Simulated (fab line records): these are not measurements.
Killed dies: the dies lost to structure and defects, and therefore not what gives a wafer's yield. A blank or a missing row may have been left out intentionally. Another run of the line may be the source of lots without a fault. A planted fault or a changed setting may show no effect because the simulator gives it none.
Matching of chambers || flow n5_finfet || uv_cure-01 running N5_BEOL_M6_CURE_74: 3 sister chambers
The step cures SiCOH lowk, time 240 s. 16 wafers are shown with their chamber, then 8 later ones without.

EACH WAFER AND ITS CHAMBER
{"wafer": "L081.1", "chamber": 1, "wafer_temp_C_max": 387.8, "lamp_power_pct (%)": 52.22}
{"wafer": "L081.2", "chamber": 1, "wafer_temp_C_max": 388.4, "lamp_power_pct (%)": 52.33}
{"wafer": "L081.5", "chamber": 1, "wafer_temp_C_max": 388.3, "lamp_power_pct (%)": 52.30}
{"wafer": "L084.1", "chamber": 0, "wafer_temp_C_max": 387.0, "lamp_power_pct (%)": 52.32}
{"wafer": "L084.3", "chamber": 0, "wafer_temp_C_max": 387.1, "lamp_power_pct (%)": 52.36}
{"wafer": "L084.5", "chamber": 0, "wafer_temp_C_max": 387.0, "lamp_power_pct (%)": 52.21}
{"wafer": "L088.1", "chamber": 1, "wafer_temp_C_max": 387.0, "lamp_power_pct (%)": 52.32}
{"wafer": "L088.4", "chamber": 1, "wafer_temp_C_max": 387.6, "lamp_power_pct (%)": 52.21}
{"wafer": "L088.5", "chamber": 1, "wafer_temp_C_max": 387.7, "lamp_power_pct (%)": 52.28}
{"wafer": "L088.2", "chamber": 1, "wafer_temp_C_max": 387.9, "lamp_power_pct (%)": 52.28}
{"wafer": "L088.3", "chamber": 1, "wafer_temp_C_max": 387.1, "lamp_power_pct (%)": 52.32}
{"wafer": "L088.6", "chamber": 1, "wafer_temp_C_max": 387.2, "lamp_power_pct (%)": 52.24}
{"wafer": "L090.1", "chamber": 2, "wafer_temp_C_max": 386.2, "lamp_power_pct (%)": 52.39}
{"wafer": "L090.2", "chamber": 2, "wafer_temp_C_max": 386.1, "lamp_power_pct (%)": 52.29}
{"wafer": "L090.3", "chamber": 2, "wafer_temp_C_max": 386.2, "lamp_power_pct (%)": 52.27}
{"wafer": "L091.2", "chamber": 1, "wafer_temp_C_max": 387.0, "lamp_power_pct (%)": 52.32}

SIGNATURES (means of the wafers above)
{"reading": "wafer_temp_C_max", "chamber 0": 387.033, "chamber 1": 387.600, "chamber 2": 386.167, "scatter within a chamber": 0.431}
{"reading": "lamp_power_pct", "chamber 0": 52.2967, "chamber 1": 52.2820, "chamber 2": 52.3167, "scatter within a chamber": 0.0541}
Rule: for a wafer and a chamber, the distance is found by dividing, reading by reading, the gap between the wafer's reading and the chamber's mean by the reading's scatter, squaring, summing and taking the root. If the next closest chamber is less than 2 further off than the closest, the wafer can't be placed; otherwise it belongs to the closest. The scatter: the root of (the sum of the squares of (reading less its chamber's mean) over the shown wafers, divided by (wafers less chambers)).

WAFERS WITHOUT THEIR CHAMBER
{"wafer": "L091.4", "wafer_temp_C_max": 388.3, "lamp_power_pct (%)": 52.22}
{"wafer": "L091.6", "wafer_temp_C_max": 387.0, "lamp_power_pct (%)": 52.30}
{"wafer": "L093.2", "wafer_temp_C_max": 387.0, "lamp_power_pct (%)": 52.29}
{"wafer": "L093.3", "wafer_temp_C_max": 387.4, "lamp_power_pct (%)": 52.33}
{"wafer": "L093.4", "wafer_temp_C_max": 387.5, "lamp_power_pct (%)": 52.28}
{"wafer": "L097.1", "wafer_temp_C_max": 386.3, "lamp_power_pct (%)": 52.32}
{"wafer": "L097.4", "wafer_temp_C_max": 386.4, "lamp_power_pct (%)": 52.25}
{"wafer": "L097.5", "wafer_temp_C_max": 385.9, "lamp_power_pct (%)": 52.27}

THE CHAMBER EACH PASSED THROUGH
{"wafer": "L091.4", "from the rows above": "can't be placed: 1 or 0", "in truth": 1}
{"wafer": "L091.6", "from the rows above": "can't be placed: 0 or 1 or 2", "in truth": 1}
{"wafer": "L093.2", "from the rows above": "can't be placed: 0 or 1 or 2", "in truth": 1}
{"wafer": "L093.3", "from the rows above": "can't be placed: 1 or 0 or 2", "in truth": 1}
{"wafer": "L093.4", "from the rows above": "can't be placed: 1 or 0", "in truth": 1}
{"wafer": "L097.1", "from the rows above": "can't be placed: 2 or 0", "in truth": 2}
{"wafer": "L097.4", "from the rows above": "can't be placed: 2 or 0 or 1", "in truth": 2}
{"wafer": "L097.5", "from the rows above": "can't be placed: 2 or 0", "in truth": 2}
Correctly placed: 0 of 8. These rows do not allow placing 8 (true chamber among the candidates in 8). Wrongly placed: 0.
